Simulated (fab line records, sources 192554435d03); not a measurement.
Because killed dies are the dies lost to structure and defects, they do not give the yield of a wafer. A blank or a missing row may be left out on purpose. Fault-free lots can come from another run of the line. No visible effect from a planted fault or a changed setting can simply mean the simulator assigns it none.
Which tool is to blame?	flow n5 finfet	31 wafers from 11 lots sampled at 5 of the route's 1938 steps

## WHAT THE GAUGES SHOWED, per wafer
N5_BEOL_M1_THK_MEAS_53: measures by xrf.
lot	measured	on	M1_THK (nm)
L131	day 6 14:23	film metro-02	39.1 40.8 41.3
L132	day 6 18:07	film metro-02	40.9 40.4 40.6
L133	day 6 22:22	film metro-02	38.4 38.1
L135	day 7 13:02	film metro-01	41.2 40.0 40.8
L137	day 7 21:22	film metro-01	38.2 40.1 42.1
L139	day 8 07:15	film metro-01	38.4 39.4 38.7
L140	day 9 10:18	film metro-02	39.7 39.1 42.3
L147	day 10 12:52	film metro-02	36.7 40.4
L148	day 10 15:37	film metro-02	39.9 42.2 40.9
L149	day 11 01:47	film metro-02	37.5 38.9 40.0
L154	day 12 03:04	film metro-01	39.9 39.0 39.9

N5_BEOL_M4_RC_MEAS_101.
lot	measured	on	DIBL_N (mV/V)	DIBL_P (mV/V)	IOFF_N (nA/um)	IOFF_P (nA/um)	ION_N (uA/um)	ION_P (uA/um)	SS_N (mV/dec)	SS_P (mV/dec)	VT_N (mV)	VT_P (mV)
L131	day 9 13:01	prober-01	33.9 35.4 35.7	34.2 35.7 36.5	0.12 0.16 0.17	0.17 0.19 0.21	659 677 694	451 457 467	71.3 71.1 70.8	73.7 73.4 73.6	252 250 246	-257 -253 -252
L132	day 9 15:42	prober-02	33.4 30.8 33.7	33.8 32.2 34.7	0.13 0.10 0.14	0.17 0.16 0.19	678 659 679	460 462 465	70.8 70.2 70.8	72.1 72.1 72.4	252 257 249	-251 -254 -253
L133	day 9 10:32	prober-01	38.5 39.2	37.1 37.9	0.18 0.21	0.22 0.24	671 679	458 458	72.7 71.8	73.8 73.9	247 248	-250 -246
L135	day 10 16:19	prober-02	34.8 34.9 33.5	35.5 35.1 34.3	0.14 0.14 0.12	0.20 0.20 0.18	672 666 661	463 462 457	70.9 70.7 70.3	73.6 72.9 72.7	252 251 254	-252 -248 -251
L137	day 10 19:05	prober-01	35.2 32.3 35.6	34.8 32.9 36.0	0.14 0.11 0.14	0.18 0.16 0.19	665 655 667	455 454 461	71.1 70.3 71.0	72.2 71.8 72.8	253 254 251	-255 -252 -254
L139	day 11 00:42	prober-01	38.1 38.7 37.8	37.4 40.3 39.1	0.20 0.22 0.19	0.21 0.26 0.23	667 690 677	455 466 459	72.1 71.9 71.7	73.1 74.4 73.5	250 244 248	-252 -246 -252
L140	day 11 21:04	prober-02	40.6 37.0 39.7	41.8 38.9 41.3	0.22 0.14 0.20	0.27 0.20 0.24	697 661 671	467 457 457	72.3 71.7 72.9	74.2 73.3 74.5	246 254 247	-247 -249 -249
L147	day 13 15:56	prober-02	34.0 34.9	34.4 34.8	0.13 0.14	0.17 0.18	664 663	454 455	71.3 72.2	72.1 72.4	252 252	-252 -253
L148	day 13 14:39	prober-01	36.3 32.1 32.0	34.9 30.5 30.6	0.13 0.09 0.09	0.19 0.14 0.14	659 651 647	452 450 452	71.5 69.7 69.8	73.4 72.0 71.9	252 258 259	-250 -256 -254
L149	day 13 16:46	prober-01	40.9 38.3 38.9	41.1 37.2 38.2	0.26 0.18 0.20	0.30 0.23 0.24	700 689 691	476 466 462	72.6 71.8 71.8	75.2 73.6 74.7	243 249 249	-247 -251 -249
L154	day 15 05:06	prober-01	36.0 37.5 36.2	35.5 37.4 36.2	0.14 0.18 0.16	0.20 0.24 0.21	676 682 678	466 473 466	70.8 71.7 71.3	73.0 73.2 73.0	251 249 250	-249 -247 -248

## TOOL THAT RAN EACH LOT (tool first, then ch and the chambers of the sampled wafers, then the start)
lot	N5_BEOL_M1_ANNEAL_95	N5_BEOL_M1_ANNEAL_51	N5_BEOL_M1_CO_CAP_55
L131	pvd sputter-01, day 6 13:27	rtp anneal-01 ch 0, day 6 13:47	cvd co-01 ch 0,2, day 6 14:29
L132	pvd sputter-01, day 6 17:10	rtp anneal-01 ch 0, day 6 17:31	cvd co-01 ch 2, day 6 18:13
L133	pvd sputter-01, day 6 21:26	rtp anneal-02 ch 0, day 6 21:50	cvd co-02 ch 1,2, day 6 22:27
L135	pvd sputter-01, day 7 12:06	rtp anneal-01 ch 0, day 7 12:26	cvd co-01 ch 0,1,2, day 7 13:07
L137	pvd sputter-01, day 7 20:26	rtp anneal-02 ch 0, day 7 20:47	cvd co-02 ch 0,2, day 7 21:27
L139	pvd sputter-01, day 8 06:19	rtp anneal-02 ch 0, day 8 06:40	cvd co-02 ch 0,1,2, day 8 07:20
L140	pvd sputter-03, day 9 09:15	rtp anneal-02 ch 0, day 9 09:42	cvd co-02 ch 0,1,2, day 9 10:22
L147	pvd sputter-01, day 10 11:56	rtp anneal-02 ch 0, day 10 12:16	cvd co-01 ch 0,1, day 10 13:08
L148	pvd sputter-02, day 10 14:41	rtp anneal-02 ch 0, day 10 15:01	cvd co-01 ch 0,1, day 10 15:41
L149	pvd sputter-02, day 11 00:41	rtp anneal-02 ch 0, day 11 01:15	cvd co-01 ch 1,2, day 11 01:52
L154	pvd sputter-03, day 12 02:08	rtp anneal-01 ch 0, day 12 02:28	cvd co-01 ch 0,1,2, day 12 03:08
- N5_BEOL_M1_ANNEAL_95: time 240 s.
- N5_BEOL_M1_ANNEAL_51: time 90 s.
- N5_BEOL_M1_CO_CAP_55: material Co, precursor CCTBA/H2, target thk 2 nm, time 102.1 s.

## WHAT THE TOOLS THEMSELVES READ (means of the sampled wafers that have a number; where no wafer has one, the mark that the record gives instead)
N5_BEOL_M1_ANNEAL_95.
lot	tool	heater power w (W)
L131	pvd sputter-01	832
L132	pvd sputter-01	811
L133	pvd sputter-01	837
L135	pvd sputter-01	825
L137	pvd sputter-01	825
L139	pvd sputter-01	810
L140	pvd sputter-03	888
L147	pvd sputter-01	820
L148	pvd sputter-02	804
L149	pvd sputter-02	854
L154	pvd sputter-03	842

N5_BEOL_M1_ANNEAL_51.
lot	tool	wafer_temp_C_max
L131	rtp anneal-01	225.68
L132	rtp anneal-01	226.16
L133	rtp anneal-02	226.00
L135	rtp anneal-01	226.04
L137	rtp anneal-02	226.31
L139	rtp anneal-02	226.10
L140	rtp anneal-02	226.22
L147	rtp anneal-02	226.50
L148	rtp anneal-02	226.26
L149	rtp anneal-02	226.39
L154	rtp anneal-01	225.77

N5_BEOL_M1_CO_CAP_55.
lot	tool	heater power w (W)	run length s (s)
L131	cvd co-01	257	125.0
L132	cvd co-01	227	125.9
L133	cvd co-02	227	124.9
L135	cvd co-01	264	125.0
L137	cvd co-02	241	125.7
L139	cvd co-02	236	149.1
L140	cvd co-02	237	149.2
L147	cvd co-01	275	124.8
L148	cvd co-01	280	124.9
L149	cvd co-01	245	125.6
L154	cvd co-01	262	125.1

## THE ANSWER, worked out from the rows above alone
Rule: the lots themselves supply what counts as usual. The widest of any qualifying gaps counts: lots, ordered by their means at a reading, are off when they make up no more than a third of the lots, leave a main group of 4 or more, and stand apart from it by 3 or more times the standard deviation of that group's means. The tables above print the reading to a certain number of digits; a main group whose means all agree to those digits is not used. Also off: a lot with no number at a reading for which 4 or more lots have one. Any other lot the step has rows for is counted as sound. After the gauges, taken in route order, come the tools' own readings; for these a lot's mean is taken, as printed above. The first step at which some lot is off is used, and at that step the reading that is off furthest; a lot without a number counts as furthest.
Off at N5_BEOL_M1_CO_CAP_55 (run length s): L139, L140. Mean 125.2 s and standard deviation 0.38 in the main group.
A tool fits if, at that step or a process step before it, it ran every lot that is off, and no sound lot after the first of them. One candidate fits, namely cvd co-02 at N5_BEOL_M1_CO_CAP_55. Its last sound lot is L137 (day 7 21:27), its first lot that is off L139 (day 8 07:20): a fault that began between those two fits.
On the lots that are off, the tool's own readings at N5_BEOL_M1_CO_CAP_55 differ by more than 5 times the standard deviation of the sound lots' means, which bears it out; run length s reads 149.1 s there versus 125.2 s on the sound lots.

## WHAT HAD BEEN PUT IN BY THE SIMULATOR
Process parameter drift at N5_BEOL_M1_CO_CAP_55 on cvd co-02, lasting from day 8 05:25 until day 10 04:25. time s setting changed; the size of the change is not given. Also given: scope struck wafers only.
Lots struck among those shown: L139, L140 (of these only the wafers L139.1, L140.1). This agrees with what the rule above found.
